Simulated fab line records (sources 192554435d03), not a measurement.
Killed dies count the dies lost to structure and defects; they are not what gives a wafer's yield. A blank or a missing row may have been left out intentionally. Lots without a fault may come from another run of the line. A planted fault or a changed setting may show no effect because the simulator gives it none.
fab line records ; flow n5_finfet ; part 2 of 2: steps 9 to 9 of 9
record: lots: 7; wafers: 18; last_day: 17
route steps=1938 shown BEOL_M9@1439 BEOL_M15@1830 PASSIVATION@1936
lots untouched by any fault: they come from a run of this same line in which no faults occurred
start_h: start of the lot's first displayed wafer, in hours after the record's first day ; wait_h: time in hours since the lot's previous step ; " identical to the entry in the row above ; L1.1+2: one row covering several wafers at once ; - value missing, or start not given ; * or withheld: withheld ; < > ~ a bound
route shown NAME@n: a module of which the file shows steps, and the number in the route of the first ; usual: mean/standard deviation of fault-free wafers ; same: alike in all rows ; chamber/n: place in a boat ; sites: per-site readings ; _std_site: the standard deviation of these ; _edge_site: mean of outer sites minus mean of inner sites ; radius_mm: how far each site lies from the wafer's centre ; mask NAME#n: copy n ; behind: the most recent tool/chamber to have shaped the wafer ; hold: why the lot was held/for how many hours/how that ended ; device: names the non-switching transistor (n, p or np) ; end of line: at the end of the route, the tests of the same wafers ; where a step has no rows: the recipe by itself ; killed: the dies lost at the first sort to structure and to defects; this is not the yield of the wafer ; map: the dies of a wafer, with x for killed, . for not killed, _ for no die there
set.NAME: the setting as run; set.NAME@STEP: as run at that earlier step ; model.NAME: the simulator's own value behind a step, which no gauge read
the route's steps for a sample of lots (tables are steps, rows are wafers)
services: a tool's chamber out of use, with start hour (start_h, from the record's first day; less than 0 if before it), hours out, and reason
== steps ==
step: N5_PASSIVATION_PROBE_49
usual: defect_limited_yield: 91.3/1.4; killed_at_M0_to_M3: 34/10; killed_at_M4_up: 13/4.8; killed_at_contacts: 12/6.1; killed_at_front_end: 40/11; killed_at_other: 3.7/2.8; killed_dies: 103/16; killed_open: 67/12; killed_short: 34/7.4; sort_bin_5_function: 5.1/0.95; sort_bin_6_memory: 3.2/0.62; sort_bin_8_speed: 0/0; sort_n_pass: 1077/16; sort_yield_pct: 91.3/1.4
same: gross_dies: 1180; killed_at_back_side: 0; sort_bin_4_leakage[%]: 0
lot.wafer;tool;chamber;start_h;wait_h;defect_limited_yield[%];killed_at_M0_to_M3;killed_at_M4_up;killed_at_contacts;killed_at_front_end;killed_at_other;killed_dies;killed_open;killed_short;sort_bin_5_function[%];sort_bin_6_memory[%];sort_bin_8_speed[%];sort_n_pass;sort_yield_pct[%]
L832.2;prober-01;-;271.46;0.1;91.7;40;13;5;31;9;98;65;33;5.3;2.8;0;1082;91.7
L832.3;prober-01;-;271.51;0.1;90.2;29;13;7;59;8;116;72;43;5.7;3.7;0;1064;90.2
L832.4;prober-01;-;271.56;0.2;93.4;27;11;3;32;5;78;47;31;3.6;2.6;0;1102;93.4
L833.1;prober-01;-;284.83;0.0;86.0;46;20;36;57;6;165;106;59;8.6;5.2;0;1015;86.0
L833.4;prober-01;-;284.98;0.2;90.2;54;11;16;32;3;116;75;37;5.9;3.2;0;1064;90.2
L833.5;prober-01;-;285.03;0.2;91.3;45;10;13;27;8;103;71;32;4.9;3.6;0;1077;91.3
L841.1;prober-01;-;323.44;0.0;90.8;24;13;10;57;4;108;66;42;5.1;3.8;0;1072;90.8
L841.5;prober-01;-;323.64;0.2;90.1;44;21;11;39;2;117;83;32;6.8;2.5;0;1063;90.1
L844.1;prober-01;-;342.79;0.0;90.7;28;13;11;50;8;110;68;40;5.3;3.5;0.08;1070;90.7
L844.5;prober-01;-;342.99;0.2;93.0;35;11;3;25;9;83;49;32;4.4;2.5;0;1097;93.0
L842.1;prober-02;-;356.15;0.0;92.2;31;9;6;39;7;92;46;43;4.2;3.3;0;1088;92.2
L842.2;prober-02;-;356.20;0.1;91.9;33;19;12;30;2;96;59;34;4.7;3.0;0;1084;91.9
L849.1;prober-01;-;371.76;0.0;91.0;31;10;16;48;1;106;71;35;5.4;3.1;0;1074;91.0
L849.2;prober-01;-;371.81;0.1;90.9;37;13;13;40;4;107;73;34;4.9;4.1;0;1073;90.9
L849.3;prober-01;-;371.86;0.1;91.8;20;13;13;48;3;97;60;31;4.3;3.3;0;1083;91.8
L855.3;prober-02;-;416.13;0.1;92.2;22;7;15;45;3;92;61;29;4.7;2.7;0;1088;92.2
L855.4;prober-02;-;416.18;0.2;91.4;36;13;21;29;2;101;65;35;5.6;2.9;0;1079;91.4
L855.6;prober-02;-;416.28;0.3;89.2;53;19;13;42;1;128;89;36;6.4;4.1;0;1052;89.2
killed by level:class
L832.2 BEOL_M0_SAQP:geometric_particle:open=14 STI_FIN_REVEAL:geometric_particle:open=11 BEOL_M0_SAQP:geometric_particle:short=8 BEOL_M4:geometric_particle:open=7 PASS1_CAP:geometric_particle:short=6 BEOL_M2:geometric_particle:open=5 MOL_CONTACT_COAG:geometric_particle:open=5 FIN_SAQP:geometric_particle:open=4
L832.3 STI_FIN_REVEAL:geometric_particle:open=14 FIN_SAQP:geometric_particle:short=8 FIN_SAQP:geometric_particle:open=7 MOL_CONTACT_COAG:geometric_particle:open=7 BEOL_M3:geometric_particle:open=7 GATE_CUT:geometric_particle:short=6 BEOL_M0_SAQP:geometric_particle:short=6 STI_FIN_REVEAL:geometric_particle:short=5
L832.4 BEOL_M0_SAQP:geometric_particle:short=14 STI_FIN_REVEAL:geometric_particle:open=8 GATE_CUT:geometric_particle:short=5 BEOL_M0_SAQP:geometric_particle:open=4 BEOL_M1:geometric_particle:open=4 STARTING-WAFER:geometric_particle:open=4 FIN_SAQP:geometric_particle:short=3 FIN_SAQP:geometric_particle:open=3
L833.1 MOL_CONTACT_COAG:geometric_particle:open=31 FIN_SAQP:geometric_particle:short=18 BEOL_M0_SAQP:geometric_particle:open=16 BEOL_M0_SAQP:geometric_particle:short=11 FIN_SAQP:geometric_particle:open=10 BEOL_M4:geometric_particle:open=8 BEOL_M3:geometric_particle:open=7 MOL_CONTACT_COAG:geometric_particle:short=5
L833.4 BEOL_M0_SAQP:geometric_particle:short=14 BEOL_M0_SAQP:geometric_particle:open=14 FIN_SAQP:geometric_particle:open=11 MOL_CONTACT_COAG:geometric_particle:open=11 BEOL_M2:geometric_particle:open=9 BEOL_M1:geometric_particle:open=7 MOL_CONTACT_COAG:geometric_particle:short=5 BEOL_M0:geometric_particle:open=4
L833.5 BEOL_M2:geometric_particle:open=13 MOL_CONTACT_COAG:geometric_particle:open=12 BEOL_M0_SAQP:geometric_particle:open=9 BEOL_M0_SAQP:geometric_particle:short=8 BEOL_M1:geometric_particle:open=7 FIN_SAQP:geometric_particle:open=6 FIN_SAQP:geometric_particle:short=4 STARTING-WAFER:geometric_particle:short=4
L841.1 FIN_SAQP:geometric_particle:open=19 FIN_SAQP:geometric_particle:short=14 MOL_CONTACT_COAG:geometric_particle:open=8 BEOL_M0_SAQP:geometric_particle:short=8 BEOL_M3:geometric_particle:open=7 DUMMY_GATE:geometric_particle:open=5 BEOL_M4:geometric_particle:short=5 STI_FIN_REVEAL:geometric_particle:open=3
L841.5 BEOL_M0_SAQP:geometric_particle:open=11 BEOL_M0_SAQP:geometric_particle:short=11 DUMMY_GATE:geometric_particle:open=8 MOL_CONTACT_COAG:geometric_particle:open=8 FIN_SAQP:geometric_particle:open=7 BEOL_M3:geometric_particle:open=7 BEOL_M1:geometric_particle:open=7 BEOL_M5:geometric_particle:open=7
L844.1 STI_FIN_REVEAL:geometric_particle:open=17 FIN_SAQP:geometric_particle:open=11 FIN_SAQP:geometric_particle:short=10 BEOL_M0_SAQP:geometric_particle:short=10 BEOL_M0_SAQP:geometric_particle:open=10 BEOL_M4:geometric_particle:open=8 MOL_CONTACT_COAG:geometric_particle:open=7 STI_FIN_REVEAL:geometric_particle:short=5
L844.5 BEOL_M0_SAQP:geometric_particle:open=10 FIN_SAQP:geometric_particle:open=7 BEOL_M0_SAQP:geometric_particle:short=6 BEOL_M2:geometric_particle:short=6 GATE_CUT:geometric_particle:short=4 BEOL_M2:geometric_particle:open=4 BEOL_M3:geometric_particle:short=4 BEOL_M4:geometric_particle:open=4
L842.1 BEOL_M2:geometric_particle:open=9 FIN_SAQP:geometric_particle:short=8 GATE_CUT:geometric_particle:short=7 BEOL_M0_SAQP:geometric_particle:short=6 MOL_CONTACT_COAG:geometric_particle:open=5 BEOL_M4:geometric_particle:open=5 FIN_SAQP:geometric_particle:open=4 STARTING-WAFER:geometric_particle:short=4
L842.2 BEOL_M4:geometric_particle:open=10 MOL_CONTACT_COAG:geometric_particle:open=9 BEOL_M0_SAQP:geometric_particle:short=9 BEOL_M0_SAQP:geometric_particle:open=7 BEOL_M2:geometric_particle:open=5 FIN_SAQP:geometric_particle:short=4 GATE_CUT:geometric_particle:short=4 BEOL_M3:geometric_particle:open=4
L849.1 MOL_CONTACT_COAG:geometric_particle:open=12 STI_FIN_REVEAL:geometric_particle:open=9 DUMMY_GATE:geometric_particle:open=9 GATE_CUT:geometric_particle:short=9 BEOL_M3:geometric_particle:open=7 BEOL_M2:geometric_particle:open=7 MOL_CONTACT_COAG:geometric_particle:short=4 BEOL_M0_SAQP:geometric_particle:open=4
L849.2 MOL_CONTACT_COAG:geometric_particle:open=12 BEOL_M0_SAQP:geometric_particle:short=10 STI_FIN_REVEAL:geometric_particle:open=9 BEOL_M2:geometric_particle:open=8 FIN_SAQP:geometric_particle:open=7 BEOL_M1:geometric_particle:open=7 GATE_CUT:geometric_particle:short=6 GATE_CUT:geometric_particle:open=5
L849.3 MOL_CONTACT_COAG:geometric_particle:open=12 STI_FIN_REVEAL:geometric_particle:open=11 GATE_CUT:geometric_particle:short=6 DUMMY_GATE:geometric_particle:open=5 GATE_CUT:geometric_particle:open=5 BEOL_M0_SAQP:geometric_particle:short=5 FIN_CUT:geometric_particle:short=4 DUMMY_GATE:geometric_particle:short=4
L855.3 MOL_CONTACT_COAG:geometric_particle:open=13 STI_FIN_REVEAL:geometric_particle:open=9 DUMMY_GATE:geometric_particle:open=6 BEOL_M2:geometric_particle:open=6 BEOL_M0_SAQP:geometric_particle:short=5 ILD0:geometric_particle:short=5 BEOL_M0_SAQP:geometric_particle:open=5 GATE_CUT:geometric_particle:short=4
L855.4 MOL_CONTACT_COAG:geometric_particle:open=16 BEOL_M2:geometric_particle:short=7 BEOL_M0_SAQP:geometric_particle:open=7 BEOL_M0_SAQP:geometric_particle:short=7 GATE_CUT:geometric_particle:short=6 BEOL_M4:geometric_particle:open=6 BEOL_M3:geometric_particle:open=6 MOL_CONTACT_COAG:geometric_particle:short=5
L855.6 BEOL_M0_SAQP:geometric_particle:open=13 MOL_CONTACT_COAG:geometric_particle:open=11 BEOL_M3:geometric_particle:open=11 STI_FIN_REVEAL:geometric_particle:open=9 BEOL_M0_SAQP:geometric_particle:short=9 BEOL_M4:geometric_particle:open=8 DUMMY_GATE:geometric_particle:open=7 GATE_CUT:geometric_particle:open=5
== services ==
tool;chamber;start_h;hours;kind
rie_diel-02;1;210.87;-;clean
rie_diel-02;1;210.87;-;consumable_replace:focus_ring
rie_diel-02;1;210.87;26.1;scheduled_down
rie_diel-02;1;210.87;26.1;vent_cycle
rie_diel-03;3;214.67;3.1;repair
rie_diel-01;0;216.59;1.2;repair
rie_diel-02;-;219.04;0.7;repair
rie_diel-03;2;224.91;9.3;repair
rie_diel-03;0;240.51;12.8;repair
rie_diel-02;3;256.42;2.8;repair
rie_diel-02;3;259.42;-;clean
rie_diel-02;3;259.42;-;consumable_replace:focus_ring
rie_diel-02;3;259.42;25.7;scheduled_down
rie_diel-02;3;259.42;25.7;vent_cycle
rie_diel-02;2;267.02;6.3;repair
rie_diel-01;0;301.30;18.0;repair
rie_diel-01;2;304.72;3.9;repair
rie_diel-02;-;315.20;0.5;repair
rie_diel-02;2;334.70;5.6;repair
rie_diel-03;1;340.21;-;clean
rie_diel-03;1;340.21;-;consumable_replace:focus_ring
rie_diel-03;1;340.21;20.5;scheduled_down
rie_diel-03;-;349.76;2.8;pm
rie_diel-03;2;355.42;7.3;repair
